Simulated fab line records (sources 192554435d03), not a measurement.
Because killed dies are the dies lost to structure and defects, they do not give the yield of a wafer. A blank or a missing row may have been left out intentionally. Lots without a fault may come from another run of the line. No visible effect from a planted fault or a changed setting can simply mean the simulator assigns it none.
What tool caused it?	flow n5 finfet	12 lots, 36 wafers sampled, at 3 steps of a route of 1938

WHAT THE GAUGES READ, wafer by wafer
N5_BEOL_M4_CD_MEAS_18: pitch 36 nm, target cd 18 nm.
lot	measured	on	cd nm (nm)
L076	day 8 10:25	cd sem-01	18.2 18.4 18.0
L077	day 8 12:56	cd sem-03	17.8 18.2 18.4
L078	day 8 18:37	cd sem-03	17.9 18.1 18.1
L081	day 9 22:06	cd sem-03	18.4 18.5 18.1
L084	day 10 05:16	cd sem-01	17.8 17.3 17.4
L086	day 11 09:25	cd sem-02	18.5 18.3 18.6
L087	day 11 09:53	cd sem-01	18.3 18.1 18.1
L090	day 11 14:08	cd sem-03	17.6 17.7 16.9
L091	day 11 17:19	cd sem-03	18.3 17.8 18.8
L093	day 12 22:34	cd sem-03	17.7 18.7 18.3
L094	day 13 00:13	cd sem-02	17.9 17.4 18.4
L097	day 14 09:00	cd sem-01	17.1 17.4 17.6

WHICH TOOL RAN EACH LOT (tool, then ch and the chambers of the sampled wafers, then the start)
lot	N5_BEOL_M4_DESCUM_16	N5_BEOL_M4_ETCH_63
L076	rie diel-01 ch 2,3, day 8 09:59	rie diel-01 ch 2,3, day 8 10:02
L077	rie diel-06 ch 0,2,3, day 8 12:23	rie diel-06 ch 0,2,3, day 8 12:26
L078	rie diel-01 ch 0,1,2, day 8 18:11	rie diel-01 ch 0,1,2, day 8 18:14
L081	rie diel-05 ch 0,2,3, day 9 21:33	rie diel-05 ch 0,2,3, day 9 21:36
L084	rie diel-01 ch 1,2, day 10 04:47	rie diel-01 ch 1,2, day 10 04:50
L086	rie diel-06 ch 2,3, day 11 08:53	rie diel-06 ch 2,3, day 11 08:56
L087	rie diel-05 ch 0,1,3, day 11 09:27	rie diel-05 ch 0,1,3, day 11 09:30
L090	rie diel-05 ch 0,1,3, day 11 13:43	rie diel-05 ch 0,1,3, day 11 13:46
L091	rie diel-06 ch 0,2,3, day 11 16:53	rie diel-06 ch 0,2,3, day 11 16:56
L093	rie diel-01 ch 0,1,2, day 12 21:51	rie diel-01 ch 0,1,2, day 12 21:54
L094	rie diel-01 ch 0,1,3, day 12 23:46	rie diel-01 ch 0,1,3, day 12 23:49
L097	rie diel-01 ch 1,2, day 14 08:34	rie diel-01 ch 1,2, day 14 08:37
- N5_BEOL_M4_DESCUM_16: chemistry O2, time 7 s.
- N5_BEOL_M4_ETCH_63: etches SiARC in CF4, target depth 15.6 nm, time 26 s.

THE ANSWER, worked out from the rows above alone
Rule: usual is defined by the lots themselves. The widest of any qualifying gaps counts: lots, ordered by their means at a reading, are off when they make up no more than a third of the lots, leave a main group of 4 or more, and stand apart from it by 3 or more times the standard deviation of that group's means. The tables above print the reading to a certain number of digits; a main group whose means all agree to those digits is not used. A lot without any number at a reading at which 4 lots or more have one is off too. Any other lot the step has rows for is counted as sound.
No lot is off on any of the readings shown, so nothing can be concluded from this.

WHAT THE SIMULATOR PUT IN
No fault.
